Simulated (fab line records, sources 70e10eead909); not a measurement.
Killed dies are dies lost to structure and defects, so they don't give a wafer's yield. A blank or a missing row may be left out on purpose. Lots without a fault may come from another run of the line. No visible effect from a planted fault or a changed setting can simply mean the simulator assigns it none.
Which tool is to blame? | flow nand harc | 7 lots, 21 wafers sampled, at 2 steps of a route of 1302

== WHAT THE GAUGES READ, wafer by wafer ==
NHARC_THIN_TSV_CD_MEAS_16.
lot  | measured     | on        | cd nm (nm)
L673 | day 24 08:38 | cd sem-01 | 999 999 994
L676 | day 26 05:08 | cd sem-03 | 998 995 998
L681 | day 26 22:38 | cd sem-01 | 998 996 996
L683 | day 28 01:13 | cd sem-02 | 1000 1000 1001
L685 | day 28 18:39 | cd sem-02 | 997 1003 999
L688 | day 29 21:58 | cd sem-01 | 1004 1000 1003
L695 | day 32 20:04 | cd sem-03 | 996 995 998

== WHICH TOOL RAN EACH LOT (tool, then ch and the chambers of the sampled wafers, then the start) ==
lot  | NHARC_A_CONTACT_ETCH_122
L673 | har cap etch-02 ch 0,1, day 22 04:33
L676 | har cap etch-03 ch 0,1, day 23 13:58
L681 | har cap etch-03 ch 0,1, day 24 14:24
L683 | har cap etch-01 ch 0,1, day 25 21:42
L685 | har cap etch-03 ch 0,1, day 26 17:02
L688 | har cap etch-02 ch 0,1, day 27 10:55
L695 | har cap etch-01 ch 0,1, day 30 10:10
- NHARC_A_CONTACT_ETCH_122: etches the open film in C4F8/O2/Ar, time 190 s, target depth 1850 nm.

== THE ANSWER, worked out from the rows above alone ==
Rule: the usual values come from the lots themselves. The widest of any qualifying gaps counts: lots, ordered by their means at a reading, are off when they make up no more than a third of the lots, leave a main group of 4 or more, and stand apart from it by 3 or more times the standard deviation of that group's means. Not used: any main group whose means are identical at the precision the tables above print for the reading. Also off: a lot with no number at a reading for which 4 or more lots have one. All remaining lots with rows at the step are treated as sound.
None of the lots is off at any reading shown; this tells nothing.

== WHAT WAS PUT IN BY THE SIMULATOR ==
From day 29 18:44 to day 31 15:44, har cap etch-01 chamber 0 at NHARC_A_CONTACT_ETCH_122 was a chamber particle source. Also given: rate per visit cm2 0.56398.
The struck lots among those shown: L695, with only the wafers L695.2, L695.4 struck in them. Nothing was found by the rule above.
